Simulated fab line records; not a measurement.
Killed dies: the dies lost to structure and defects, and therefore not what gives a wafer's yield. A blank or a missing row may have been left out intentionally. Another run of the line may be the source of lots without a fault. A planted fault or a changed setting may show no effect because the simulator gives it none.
fab line records | flow n5Finfet
record lots=6 | wafers=18 | lastDay=17
route steps=1938 shown BEOL_M7@1298 PASSIVATION@1936
lots that met no fault: from a run of the same line without faults
startH: the number of hours between the record's first day and the start of the first shown wafer of the lot | waitH: hours since the lot's step before | " same as the row above | L1.1+2: a row that stands for several wafers | - no value, or no start was given | * or withheld: withheld | < > ~ a bound
route shown NAME@n: a module of which the file shows steps, and the number in the route of the first | usual: average and standard deviation across the fault-free wafers | same: alike in all rows | chamber/n: place in a boat | sites: readings site by site | _std_site: the values' standard deviation | _edge_site: outer sites' mean less inner sites' | radiusMm: for every site, how far away it sits from the centre of the wafer | mask NAME#n: copy n | behind: tool/chamber where the wafer was last shaped | hold: the reason the lot was held/the length of the hold in hours/how it ended | device: which transistor (n, p or np) failed to switch | end of line: tests of these same wafers at the route's end | a step without rows: its recipe alone | killed: dies lost to structure and defects at the first sort, not the wafer's yield | map: dies across one wafer; x = killed, . = not, _ = none there
set.NAME: the setting the step ran with; set.NAME@STEP: the setting that earlier step ran with | model.NAME: the simulator's own value behind a step, which no gauge read
a table for each step, a row for each wafer; lots at some steps of the route
services: the hour from which a tool's chamber was out of use, counted from the record's first day as startH (under 0 if before that day), plus the number of hours and why
## steps
# step N5_BEOL_M7_INSPECT_30
# recipe mode=adi | inspectInstrument=brightfield
# usual rawDefectCount=477/110
lot.wafer | tool             | chamber | startH | waitH | rawDefectCount
L921.1    | defectInspect-01 | -       | 230.61 | 0.1   | 614
L921.2    | "                | -       | "      | "     | 667
L921.3    | "                | -       | "      | "     | 557
L923.1    | defectInspect-01 | -       | 242.16 | 0.1   | 421
L923.2    | "                | -       | "      | "     | 361
L923.5    | "                | -       | "      | "     | 446
L929.1    | defectInspect-02 | -       | 277.83 | 0.1   | 397
L929.4    | "                | -       | "      | "     | 577
L929.6    | "                | -       | "      | "     | 592
L930.1    | defectInspect-01 | -       | 287.56 | 0.1   | 446
L930.5    | "                | -       | "      | "     | 500
L930.6    | "                | -       | "      | "     | 506
L935.2    | defectInspect-01 | -       | 316.74 | 0.0   | 614
L935.5    | "                | -       | "      | "     | 251
L935.6    | "                | -       | "      | "     | 509
L939.2    | defectInspect-02 | -       | 330.59 | 0.0   | 316
L939.3    | "                | -       | "      | "     | 496
L939.4    | "                | -       | "      | "     | 373
# step N5_BEOL_M7_DESCUM_33
# recipe chemistry=O2 | timeS=7 | sourcePowerW=50 | biasPowerW=20 | pressureMtorr=20 | rfFrequencyHz=2.712e+07 | tempC=40 | resist=CAR-EUV | o2FlowSccm=225
# usual drypumpMotorCurrentA=5.7/0.45 | oesProductAu=0.80/0.081 | rfVppV=243.4/1.5 | showerheadPlenumPTorr=2.11/0.088 | throttleValvePct=20.53/0.2
lot.wafer | tool       | chamber | startH | waitH | drypumpMotorCurrentA | oesProductAu | rfHoursCounterH | rfVppV | showerheadPlenumPTorr | throttleValvePct
L921.1    | rieDiel-04 | 3       | 230.73 | 0.1   | 6.2                  | 0.77         | 137             | 241.5  | 2.03                  | 20.86
L921.2    | "          | 0       | "      | "     | 4.8                  | 0.89         | 21              | 245.5  | 2.23                  | 20.28
L921.3    | "          | 2       | "      | "     | 6.1                  | 0.83         | 54              | 246.4  | 2.19                  | 20.52
L923.1    | rieDiel-05 | 3       | 242.55 | 0.4   | 5.9                  | 0.84         | 58              | 244.1  | 2.22                  | 20.30
L923.2    | "          | 0       | "      | "     | 5.4                  | 0.69         | 239             | 241.4  | 1.97                  | 20.50
L923.5    | "          | 2       | "      | "     | 5.5                  | 0.81         | -               | 241.4  | 2.02                  | 20.56
L929.1    | rieDiel-04 | 0       | 277.87 | 0.0   | 4.8                  | 0.87         | 37              | 245.8  | 2.23                  | 20.31
L929.4    | "          | 3       | "      | "     | 6.2                  | 0.77         | -               | 242.8  | 2.02                  | 20.90
L929.6    | "          | 2       | "      | "     | 6.2                  | 0.82         | -               | 244.5  | 2.19                  | 20.57
L930.1    | rieDiel-05 | 2       | 287.74 | 0.2   | 5.5                  | 0.78         | 120             | 242.0  | 2.01                  | 20.56
L930.5    | "          | 1       | "      | "     | 6.3                  | 0.69         | -               | 242.6  | 2.08                  | 20.81
L930.6    | "          | 3       | "      | "     | 5.9                  | 0.83         | -               | 245.2  | 2.21                  | 20.32
L935.2    | rieDiel-05 | 3       | 316.78 | 0.0   | 5.9                  | 0.82         | 84              | 244.2  | 2.21                  | 20.34
L935.5    | "          | 2       | "      | "     | 5.5                  | 0.78         | -               | 243.0  | 2.01                  | 20.58
L935.6    | "          | 3       | "      | "     | 5.9                  | 0.81         | -               | 244.3  | 2.21                  | 20.32
L939.2    | rieDiel-05 | 1       | 330.62 | 0.0   | 6.3                  | 0.68         | 234             | 242.8  | 2.07                  | 20.81
L939.3    | "          | 3       | "      | "     | 5.9                  | 0.82         | 89              | 244.8  | 2.20                  | 20.35
L939.4    | "          | 2       | "      | "     | 5.5                  | 0.78         | 135             | 240.1  | 2.01                  | 20.59
# step N5_BEOL_M7_ETCH_72
# recipe chemistry=N2/H2 | target=underlayer | targetDepthA=65 | maskMaterial=CAR-EUV | timeS=5.2 | ionEnergyEv=200 | pressureMtorr=30 | sourceW=840 | biasW=150 | n2FlowSccm=200 | h2FlowSccm=200 | ends=cleared
# step N5_BEOL_M7_ETCH_65
# recipe chemistry=CF4 | target=SiARC | targetDepthA=156 | maskMaterial=CAR-EUV | timeS=26 | ionEnergyEv=80 | pressureMtorr=40 | sourceW=545 | biasW=36 | Ar_flow_sccm=100 | cf4FlowSccm=100 | ends=cleared
# usual drypumpMotorCurrentA=5.7/0.45 | etchRfOnTimeS=26.0/0.62 | oesProductAu=0.68/0.073 | rfVppV=184.1/1.3 | showerheadPlenumPTorr=2.15/0.086 | throttleValvePct=15.68/0.2
lot.wafer | tool       | chamber | startH | waitH | drypumpMotorCurrentA | etchRfOnTimeS | oesProductAu | rfHoursCounterH | rfVppV | showerheadPlenumPTorr | throttleValvePct
L921.1    | rieDiel-04 | 3       | 230.78 | 0.0   | 6.2                  | 26.1          | 0.66         | 137             | 182.2  | 2.06                  | 15.84
L921.2    | "          | 0       | "      | "     | 4.8                  | 25.2          | 0.76         | 21              | 184.1  | 2.26                  | 15.38
L921.3    | "          | 2       | "      | "     | 6.1                  | 25.8          | 0.72         | 54              | 185.9  | 2.27                  | 15.86
L923.1    | rieDiel-05 | 3       | 242.60 | 0.0   | 5.9                  | 25.6          | 0.72         | 58              | 185.3  | 2.26                  | 15.43
L923.2    | "          | 0       | "      | "     | 5.3                  | 25.9          | 0.58         | 239             | 182.5  | 2.02                  | 15.79
L923.5    | "          | 2       | "      | "     | 5.5                  | 26.0          | 0.68         | -               | 183.6  | 2.08                  | 15.69
L929.1    | rieDiel-04 | 0       | 277.92 | 0.0   | 4.8                  | 25.4          | 0.74         | 37              | 186.6  | 2.26                  | 15.42
L929.4    | "          | 3       | "      | "     | 6.2                  | 26.2          | 0.65         | -               | 182.9  | 2.06                  | 15.86
L929.6    | "          | 2       | "      | "     | 6.2                  | 25.5          | 0.70         | -               | 183.9  | 2.26                  | 15.90
L930.1    | rieDiel-05 | 2       | 287.79 | 0.0   | 5.5                  | 25.8          | 0.66         | 120             | 183.9  | 2.07                  | 15.72
L930.5    | "          | 1       | "      | "     | 6.3                  | 27.1          | 0.57         | -               | 184.8  | 2.11                  | 15.88
L930.6    | "          | 3       | "      | "     | 5.9                  | 25.6          | 0.70         | -               | 184.9  | 2.25                  | 15.46
L935.2    | rieDiel-05 | 3       | 316.83 | 0.0   | 5.9                  | 25.9          | 0.69         | 85              | 184.1  | 2.25                  | 15.48
L935.5    | "          | 2       | "      | "     | 5.5                  | 26.1          | 0.65         | -               | 182.7  | 2.07                  | 15.73
L935.6    | "          | 3       | "      | "     | 5.9                  | 26.1          | 0.69         | -               | 186.1  | 2.25                  | 15.48
L939.2    | rieDiel-05 | 1       | 330.67 | 0.0   | 6.3                  | 27.7          | 0.56         | 234             | 182.8  | 2.11                  | 15.93
L939.3    | "          | 3       | "      | "     | 5.9                  | 26.2          | 0.69         | 89              | 185.4  | 2.25                  | 15.48
L939.4    | "          | 2       | "      | "     | 5.5                  | 26.1          | 0.65         | 135             | 182.0  | 2.07                  | 15.75
# step N5_BEOL_M7_ETCH_66
# recipe chemistry=N2/H2 | target=SOC | targetDepthA=800 | overetchA=160 | maskMaterial=SiARC | tempC=40 | timeS=120 | ionEnergyEv=200 | pressureMtorr=30 | sourceW=840 | biasW=150 | n2FlowSccm=200 | h2FlowSccm=200
# usual drypumpMotorCurrentA=5.7/0.45 | oesProductAu=0.61/0.059 | rfVppV=524/3.1 | showerheadPlenumPTorr=2.57/0.11 | throttleValvePct=17.97/0.21
lot.wafer | tool       | chamber | startH | waitH | drypumpMotorCurrentA | oesProductAu | rfHoursCounterH | rfVppV | showerheadPlenumPTorr | throttleValvePct
L921.1    | rieDiel-04 | 3       | 230.81 | 0.0   | 6.2                  | 0.59         | 137             | 520    | 2.47                  | 18.26
L921.2    | "          | 0       | "      | "     | 4.8                  | 0.67         | 21              | 528    | 2.72                  | 17.61
L921.3    | "          | 2       | "      | "     | 6.2                  | 0.64         | 54              | 528    | 2.69                  | 18.05
L923.1    | rieDiel-05 | 3       | 242.63 | 0.0   | 5.9                  | 0.64         | 58              | 529    | 2.70                  | 17.68
L923.2    | "          | 0       | "      | "     | 5.4                  | 0.53         | 239             | 519    | 2.42                  | 18.17
L923.5    | "          | 2       | "      | "     | 5.5                  | 0.61         | -               | 522    | 2.46                  | 17.90
L929.1    | rieDiel-04 | 0       | 277.95 | 0.0   | 4.8                  | 0.66         | 37              | 528    | 2.71                  | 17.63
L929.4    | "          | 3       | "      | "     | 6.2                  | 0.58         | -               | 521    | 2.46                  | 18.30
L929.6    | "          | 2       | "      | "     | 6.1                  | 0.63         | -               | 528    | 2.68                  | 18.07
L930.1    | rieDiel-05 | 2       | 287.82 | 0.0   | 5.5                  | 0.60         | 120             | 521    | 2.45                  | 17.92
L930.5    | "          | 1       | "      | "     | 6.3                  | 0.53         | -               | 523    | 2.53                  | 18.29
L930.6    | "          | 3       | "      | "     | 5.9                  | 0.63         | -               | 528    | 2.69                  | 17.72
L935.2    | rieDiel-05 | 3       | 316.86 | 0.0   | 5.9                  | 0.62         | 85              | 528    | 2.68                  | 17.74
L935.5    | "          | 2       | "      | "     | 5.5                  | 0.59         | -               | 521    | 2.45                  | 17.94
L935.6    | "          | 3       | "      | "     | 5.9                  | 0.62         | -               | 529    | 2.68                  | 17.74
L939.2    | rieDiel-05 | 1       | 330.70 | 0.0   | 6.3                  | 0.52         | 234             | 524    | 2.53                  | 18.32
L939.3    | "          | 3       | "      | "     | 5.9                  | 0.61         | 89              | 528    | 2.68                  | 17.75
L939.4    | "          | 2       | "      | "     | 5.6                  | 0.58         | 135             | 522    | 2.45                  | 17.95
# step N5_BEOL_M7_STRIP_69
# recipe chemistry=N2/H2 | tempC=40 | n2FlowSccm=200 | h2FlowSccm=200 | rfFrequencyHz=6e+07
# step N5_BEOL_M7_STRIP_73
# recipe chemistry=N2/H2 | tempC=40 | n2FlowSccm=200 | h2FlowSccm=200 | rfFrequencyHz=6e+07
# step N5_BEOL_M7_VIA_ETCH_34
# recipe chemistry=C4F6/O2 | target=SiCOH_lowk | targetDepthA=1255 | maskMaterial=SOC | taperDeg=4 | timeS=50.5 | ionEnergyEv=250 | pressureMtorr=30 | sourceW=345 | biasW=185 | Ar_flow_sccm=300 | C4F6_flow_sccm=10 | O2_flow_sccm=10
# usual drypumpMotorCurrentA=5.7/0.45 | oesProductAu=0.80/0.083 | rfVppV=670/11 | showerheadPlenumPTorr=2.86/0.11 | throttleValvePct=20.99/0.2
lot.wafer | tool       | chamber | startH | waitH | drypumpMotorCurrentA | oesProductAu | rfHoursCounterH | rfVppV | showerheadPlenumPTorr | throttleValvePct
L921.1    | rieDiel-04 | 3       | 230.91 | 0.0   | 6.2                  | 0.77         | 137             | 658    | 2.76                  | 21.26
L921.2    | "          | 0       | "      | "     | 4.8                  | 0.89         | 22              | 673    | 3.02                  | 20.72
L921.3    | "          | 2       | "      | "     | 6.2                  | 0.84         | 54              | 686    | 3.01                  | 21.17
L923.1    | rieDiel-05 | 3       | 242.73 | 0.0   | 5.9                  | 0.85         | 58              | 668    | 3.00                  | 20.77
L923.2    | "          | 0       | "      | "     | 5.4                  | 0.69         | 239             | 684    | 2.68                  | 20.92
L923.5    | "          | 2       | "      | "     | 5.5                  | 0.80         | -               | 656    | 2.76                  | 21.00
L929.1    | rieDiel-04 | 0       | 278.05 | 0.0   | 4.8                  | 0.87         | 37              | 672    | 3.01                  | 20.73
L929.4    | "          | 3       | "      | "     | 6.2                  | 0.75         | -               | 659    | 2.75                  | 21.28
L929.6    | "          | 2       | "      | "     | 6.2                  | 0.82         | -               | 686    | 3.00                  | 21.19
L930.1    | rieDiel-05 | 2       | 287.92 | 0.0   | 5.5                  | 0.77         | 121             | 655    | 2.75                  | 21.04
L930.5    | "          | 1       | "      | "     | 6.3                  | 0.67         | -               | 668    | 2.80                  | 21.13
L930.6    | "          | 3       | "      | "     | 5.9                  | 0.82         | -               | 668    | 2.99                  | 20.77
L935.2    | rieDiel-05 | 3       | 316.96 | 0.0   | 5.9                  | 0.81         | 85              | 667    | 2.99                  | 20.78
L935.5    | "          | 2       | "      | "     | 5.6                  | 0.77         | -               | 656    | 2.75                  | 21.04
L935.6    | "          | 3       | "      | "     | 5.9                  | 0.81         | -               | 668    | 2.99                  | 20.78
L939.2    | rieDiel-05 | 1       | 330.80 | 0.0   | 6.3                  | 0.66         | 234             | 665    | 2.80                  | 21.12
L939.3    | "          | 3       | "      | "     | 5.9                  | 0.81         | 89              | 668    | 2.99                  | 20.80
L939.4    | "          | 2       | "      | "     | 5.5                  | 0.76         | 135             | 656    | 2.75                  | 21.06
# step N5_BEOL_M7_STRIP_76
# recipe chemistry=C4F6/O2 | resist=SiARC | rfFrequencyHz=6e+07
# step N5_BEOL_M7_STRIP_36
# recipe chemistry=N2/H2 | powerW=450 | tempC=40 | pressureMtorr=20 | rfFrequencyHz=6e+07 | overashFraction=0.3 | biasPowerW=7 | h2Frac=0.5 | n2FlowSccm=200 | h2FlowSccm=200
# step N5_BEOL_M7_TRENCH_ETCH_37
# recipe chemistry=C4F6/O2 | targetDepthA=934.78 | target=SiCOH_lowk | timeS=31.2 | ionEnergyEv=250 | pressureMtorr=30 | sourceW=345 | biasW=185 | Ar_flow_sccm=300 | C4F6_flow_sccm=10 | O2_flow_sccm=10
# step N5_BEOL_M7_ETCH_41
# recipe chemistry=CH3F/O2 | target=SiCN | targetDepthA=319 | taperDeg=2 | timeS=57.8 | ionEnergyEv=120 | maskMaterial=TiN | pressureMtorr=30 | sourceW=395 | biasW=75 | Ar_flow_sccm=150 | CH3F_flow_sccm=30 | O2_flow_sccm=20
# usual drypumpMotorCurrentA=5.7/0.45 | oesProductAu=0.80/0.085 | rfVppV=297.6/2 | showerheadPlenumPTorr=2.01/0.082 | throttleValvePct=16.40/0.2
lot.wafer | tool       | chamber | startH | waitH | drypumpMotorCurrentA | oesProductAu | rfHoursCounterH | rfVppV | showerheadPlenumPTorr | throttleValvePct
L921.1    | rieDiel-04 | 3       | -      | -     | 6.2                  | 0.78         | 137             | 297.0  | 1.94                  | 16.64
L921.2    | "          | 0       | "      | "     | 4.8                  | 0.90         | 22              | 301.6  | 2.13                  | 16.14
L921.3    | "          | 2       | "      | "     | 6.1                  | 0.84         | 54              | 299.4  | 2.11                  | 16.51
L923.1    | rieDiel-05 | 3       | -      | -     | 5.9                  | 0.85         | 58              | 299.2  | 2.11                  | 16.15
L923.2    | "          | 0       | "      | "     | 5.4                  | 0.68         | 239             | 292.6  | 1.88                  | 16.45
L923.5    | "          | 2       | "      | "     | 5.5                  | 0.79         | -               | 295.3  | 1.93                  | 16.40
L929.1    | rieDiel-04 | 0       | -      | -     | 4.8                  | 0.86         | 37              | 299.5  | 2.12                  | 16.15
L929.4    | "          | 3       | "      | "     | 6.2                  | 0.76         | -               | 295.8  | 1.93                  | 16.65
L929.6    | "          | 2       | "      | "     | 6.2                  | 0.82         | -               | 298.9  | 2.11                  | 16.55
L930.1    | rieDiel-05 | 2       | -      | -     | 5.5                  | 0.78         | 121             | 295.0  | 1.93                  | 16.42
L930.5    | "          | 1       | "      | "     | 6.3                  | 0.68         | -               | 297.0  | 1.97                  | 16.61
L930.6    | "          | 3       | "      | "     | 5.9                  | 0.82         | -               | 299.1  | 2.11                  | 16.17
L935.2    | rieDiel-05 | 3       | -      | -     | 5.9                  | 0.81         | 85              | 299.6  | 2.10                  | 16.18
L935.5    | "          | 2       | "      | "     | 5.5                  | 0.76         | -               | 296.4  | 1.93                  | 16.43
L935.6    | "          | 3       | "      | "     | 5.9                  | 0.81         | -               | 299.6  | 2.11                  | 16.20
L939.2    | rieDiel-05 | 1       | -      | -     | 6.3                  | 0.67         | 234             | 296.0  | 1.97                  | 16.64
L939.3    | "          | 3       | "      | "     | 5.9                  | 0.81         | 89              | 299.3  | 2.10                  | 16.20
L939.4    | "          | 2       | "      | "     | 5.5                  | 0.78         | 135             | 293.9  | 1.92                  | 16.44
# step N5_BEOL_M7_STRIP_80
# recipe chemistry=N2/H2 | timeS=10 | powerW=450 | tempC=40 | pressureMtorr=20 | rfFrequencyHz=6e+07 | biasPowerW=7 | n2FlowSccm=200 | h2FlowSccm=200
# usual biasPowerW=6.998/0.02 | chamberPressureMTorr=20.001/0.019 | drypumpMotorCurrentA=5.7/0.45 | oesProductAu=0.80/0.082 | rfVppV=59.2/0.92 | showerheadPlenumPTorr=2.56/0.11 | throttleValvePct=23.86/0.28
lot.wafer | tool       | chamber | startH | waitH | biasPowerW | chamberPressureMTorr | drypumpMotorCurrentA | oesProductAu | rfHoursCounterH | rfVppV | showerheadPlenumPTorr | throttleValvePct
L921.1    | rieDiel-04 | 3       | 231.08 | -     | 6.984      | 20.022               | 6.2                  | 0.78         | 137             | 59.3   | 2.46                  | 24.32
L921.2    | "          | 0       | "      | "     | 6.966      | 19.988               | 4.8                  | 0.90         | 22              | 58.6   | 2.71                  | 23.35
L921.3    | "          | 2       | "      | "     | 6.998      | 19.984               | 6.2                  | 0.84         | 54              | 59.5   | 2.69                  | 23.90
L923.1    | rieDiel-05 | 3       | 242.90 | -     | 7.013      | 20.000               | 5.9                  | 0.85         | 58              | 59.1   | 2.69                  | 23.59
L923.2    | "          | 0       | "      | "     | 6.974      | 20.002               | 5.4                  | 0.69         | 239             | 57.8   | 2.42                  | 24.14
L923.5    | "          | 2       | "      | "     | 6.996      | 19.996               | 5.5                  | 0.80         | -               | 61.1   | 2.45                  | 23.78
L929.1    | rieDiel-04 | 0       | 278.22 | -     | -          | -                    | -                    | -            | -               | -      | -                     | -
L929.4    | "          | 3       | "      | "     | -          | -                    | -                    | -            | -               | -      | -                     | -
L929.6    | "          | 2       | "      | "     | -          | -                    | -                    | -            | -               | -      | -                     | -
L930.1    | rieDiel-05 | 2       | 288.09 | -     | -          | -                    | -                    | -            | -               | -      | -                     | -
L930.5    | "          | 1       | "      | "     | -          | -                    | -                    | -            | -               | -      | -                     | -
L930.6    | "          | 3       | "      | "     | -          | -                    | -                    | -            | -               | -      | -                     | -
L935.2    | rieDiel-05 | 3       | 317.13 | -     | 6.973      | 19.983               | 5.9                  | 0.82         | 85              | 60.1   | 2.68                  | 23.63
L935.5    | "          | 2       | "      | "     | 6.995      | 20.018               | 5.5                  | 0.78         | -               | 58.4   | 2.44                  | 23.81
L935.6    | "          | 3       | "      | "     | 6.973      | 20.005               | 5.9                  | 0.82         | -               | 58.4   | 2.68                  | 23.61
L939.2    | rieDiel-05 | 1       | 330.97 | -     | 7.012      | 20.005               | 6.3                  | 0.69         | 234             | 59.0   | 2.52                  | 24.26
L939.3    | "          | 3       | "      | "     | 7.007      | 19.976               | 5.9                  | 0.80         | 89              | 59.3   | 2.68                  | 23.63
L939.4    | "          | 2       | "      | "     | 7.018      | 19.981               | 5.5                  | 0.76         | 135             | 59.9   | 2.44                  | 23.81
# step N5_BEOL_M7_OCD_MEAS_38
# usual trenchDepthNm=93.8/1.8
lot.wafer | tool   | chamber | startH | waitH | trenchDepthNm
L921.1    | ocd-01 | -       | 231.16 | -     | 93.0
L921.2    | "      | -       | "      | "     | 95.1
L921.3    | "      | -       | "      | "     | 93.1
L923.1    | ocd-01 | -       | 242.98 | -     | 95.7
L923.2    | "      | -       | "      | "     | 93.0
L923.5    | "      | -       | "      | "     | 94.1
L929.1    | ocd-01 | -       | 278.30 | -     | 95.8
L929.4    | "      | -       | "      | "     | 92.7
L929.6    | "      | -       | "      | "     | 93.8
L930.1    | ocd-02 | -       | 288.17 | -     | 94.1
L930.5    | "      | -       | "      | "     | 90.7
L930.6    | "      | -       | "      | "     | 94.3
L935.2    | ocd-01 | -       | 317.21 | -     | 94.3
L935.5    | "      | -       | "      | "     | 92.8
L935.6    | "      | -       | "      | "     | 94.6
L939.2    | ocd-02 | -       | 331.05 | -     | 89.2
L939.3    | "      | -       | "      | "     | 94.1
L939.4    | "      | -       | "      | "     | 92.8
# step N5_PASSIVATION_PROBE_49
# usual defectLimitedYield=91.1/1.5 | killed_at_M0_to_M3=33/9.9 | killed_at_M4_up=14/5.2 | killedAtContacts=12/6.7 | killedAtFrontEnd=43/13 | killedAtOther=3.4/2.7 | killedDies=105/17 | killedOpen=69/13 | killedShort=33/7.5 | sort_bin_5_function=5.2/0.91 | sort_bin_6_memory=3.3/0.71 | sortNPass=1075/17 | sortYieldPct=91.1/1.5
# same grossDies=1180 | killedAtBackSide=0 | sort_bin_4_leakage[%]=0 | sort_bin_8_speed[%]=0
lot.wafer | tool      | chamber | startH | waitH | defectLimitedYield[%] | killed_at_M0_to_M3 | killed_at_M4_up | killedAtContacts | killedAtFrontEnd | killedAtOther | killedDies | killedOpen | killedShort | sort_bin_5_function[%] | sort_bin_6_memory[%] | sortNPass | sortYieldPct[%]
L929.1    | prober-01 | -       | 356.39 | 0.0   | 88.9                  | 32                 | 56              | 16               | 25               | 2             | 131        | 93         | 35          | 6.0                    | 4.7                  | 1049      | 88.9
L929.4    | prober-01 | -       | 356.54 | 0.2   | 86.4                  | 50                 | 44              | 18               | 46               | 3             | 161        | 115        | 44          | 8.7                    | 4.5                  | 1019      | 86.4
L929.6    | prober-01 | -       | 356.64 | 0.3   | 89.4                  | 17                 | 48              | 26               | 33               | 1             | 125        | 81         | 43          | 6.8                    | 3.6                  | 1055      | 89.4
L930.1    | prober-01 | -       | 365.05 | 0.1   | 87.2                  | 32                 | 56              | 5                | 57               | 1             | 151        | 112        | 37          | 7.3                    | 5.0                  | 1029      | 87.2
L930.5    | prober-01 | -       | 365.25 | 0.3   | 89.0                  | 32                 | 51              | 15               | 32               | 0             | 130        | 92         | 36          | 6.2                    | 4.6                  | 1050      | 89.0
L930.6    | prober-01 | -       | 365.30 | 0.3   | 87.9                  | 35                 | 55              | 2                | 47               | 4             | 143        | 93         | 48          | 7.7                    | 4.1                  | 1037      | 87.9
# killed by level:class
L929.1 BEOL_M7:geometricParticle:open=36 MOL_CONTACT_COAG:geometricParticle:open=12 BEOL_M3:geometricParticle:open=9 BEOL_M7:geometricParticle:short=9 DUMMY_GATE:geometricParticle:open=6 STI_FIN_REVEAL:geometricParticle:open=5 FIN_SAQP:geometricParticle:short=4 MOL_CONTACT_COAG:geometricParticle:short=4
L929.4 BEOL_M7:geometricParticle:open=34 BEOL_M2:geometricParticle:open=15 BEOL_M1:geometricParticle:open=15 MOL_CONTACT_COAG:geometricParticle:open=14 FIN_SAQP:geometricParticle:open=12 FIN_SAQP:geometricParticle:short=9 STI_FIN_REVEAL:geometricParticle:open=8 BEOL_M3:geometricParticle:open=7
L929.6 BEOL_M7:geometricParticle:open=30 MOL_CONTACT_COAG:geometricParticle:open=17 GATE_CUT:geometricParticle:short=9 MOL_CONTACT_COAG:geometricParticle:short=9 FIN_SAQP:geometricParticle:short=7 BEOL_M7:geometricParticle:short=6 FIN_SAQP:geometricParticle:open=5 STI_FIN_REVEAL:geometricParticle:open=5
L930.1 BEOL_M7:geometricParticle:open=33 FIN_SAQP:geometricParticle:open=11 FIN_SAQP:geometricParticle:short=10 STI_FIN_REVEAL:geometricParticle:open=10 BEOL_M2:geometricParticle:open=10 BEOL_M4:geometricParticle:open=8 BEOL_M7:geometricParticle:short=7 DUMMY_GATE:geometricParticle:open=6
L930.5 BEOL_M7:geometricParticle:open=37 BEOL_M2:geometricParticle:open=14 MOL_CONTACT_COAG:geometricParticle:open=13 BEOL_M7:geometricParticle:short=8 GATE_CUT:geometricParticle:short=6 BEOL_M0_SAQP:geometricParticle:short=6 STARTING-WAFER:geometricParticle:short=6 BEOL_M0_SAQP:geometricParticle:open=5
L930.6 BEOL_M7:geometricParticle:open=32 BEOL_M7:geometricParticle:short=10 GATE_CUT:geometricParticle:short=9 FIN_SAQP:geometricParticle:short=8 BEOL_M2:geometricParticle:open=8 BEOL_M3:geometricParticle:open=8 FIN_SAQP:geometricParticle:open=6 STI_FIN_REVEAL:geometricParticle:open=5
# map L929.4 (x killed, . not)
_________________....x..x....________________
______________....x............._____________
___________..x...........x....x.xx.__________
__________x.....x..x....xxx........._________
________...x.....xx............xx....._______
_______...............x...x.x..x..x....______
______....x....x..x...x...x...x.......x._____
_____......x.....................x....x..____
____........x...x.x......x..x....xx....x..___
___....x.......x.x......x...x.........x..x.__
___..x.......x.......x.x....x.....x.....x..__
__.x.........x...............x.............._
__.............x......x......x..x..x..x....._
_............xx........x......x...x......xx..
_...x...............x...x....x..........x....
_.................x.x..x..x..x.........x..x..
_.......................................x....
_...........x.........x.......x.......x......
_.x...x..............x.................xx....
_.........x.x........x.......................
_.......x............x..x.................x..
__............x........x...x..x.x..........._
__x..x..............x......x...x.x.....x...._
___.............x..........................__
___........x..................x.........x..__
____...x..x....xx.x.x...x.xx..x.......x..x___
_____..........x.x.......x.x.........xx.x____
______....x.xx...x....x........x......x._____
_______............x..x................______
________....x..x....x..x........x.x..._______
__________.x.x...xx...x............._________
___________x.....................x.__________
______________.x...........x...._____________
_________________.x..........________________
# map L930.1 (x killed, . not)
_________________x..x........________________
______________x.x..xxx.........._____________
___________x...........x.....x.....__________
__________x.............x....x.....x_________
________.......x............x.x......._______
_______.........x..........x....x.x...x______
______x......x........x....x............_____
_____............x.x...x..........x....x.____
____.x..........x........................x___
___....x...................................__
___......x......x...x.x....................__
__.x.....x.....x......x..........x.........._
__..................x.x........x.....x......_
_x...........x...........x...................
_x.x..x........x....x....x...x.........x...x.
_.x.....................x.......x............
_...x....x.x...x....x........x...x........x..
_...x.x....x.x..xx..............x...x........
_x.x.x.x..x.....xx......x..xx....x....x......
_..x.....x..............x..x.................
_x.............x.x..x........x...............
__.........x......xx......x...x............._
__.....x...x....................x..........._
___.........x..........x........xx.........__
___.....x.................x..x.x........xxx__
____........x..............x.............x___
_____.....x.x.....x.x..x..xx.x.........x.____
______.......x..x....xx...x.........x.xx_____
_______.....x........x......x..........______
________..xx..............x..........._______
__________..x....x............x....._________
___________.......................x__________
______________........x.x......._____________
_________________............________________
## services
tool       | chamber | startH | hours | kind
rieDiel-05 | -       | 207.71 | 14.6  | pm
rieDiel-05 | 1       | 238.66 | 19.1  | repair
rieDiel-04 | 1       | 263.33 | -     | clean
rieDiel-04 | 1       | 263.33 | -     | consumableReplace:focusRing
rieDiel-04 | 1       | 263.33 | 21.3  | scheduledDown
rieDiel-04 | 1       | 263.33 | 21.3  | ventCycle
rieDiel-05 | 0       | 273.24 | -     | clean
rieDiel-05 | 0       | 273.24 | -     | consumableReplace:focusRing
rieDiel-05 | 0       | 273.24 | -     | consumableReplace:showerhead
## key
firstSign step=N5_BEOL_M7_STRIP_80 | reading=toolRecord | direction=missing
effect step=N5_PASSIVATION_PROBE_49 | reading=killed_at_M4_up | direction=up | sigmas=7.2 | usual=14 | struck=52
moreKillsBornAt N5_BEOL_M7_STRIP_80@rieDiel-05=124 | N5_BEOL_M7_STRIP_80@rieDiel-04=120
metAt N5_BEOL_M7_STRIP_80
struckWafers L929.1,L929.4,L929.6,L930.1,L930.5,L930.6
onsetBetween 242.90 278.22
fault kind=skippedStepWhole | tool=rieDiel-04,rieDiel-05 | chamber=- | onsetH=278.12 | steps=N5_BEOL_M7_STRIP_80 | scope=struckLotsOnly
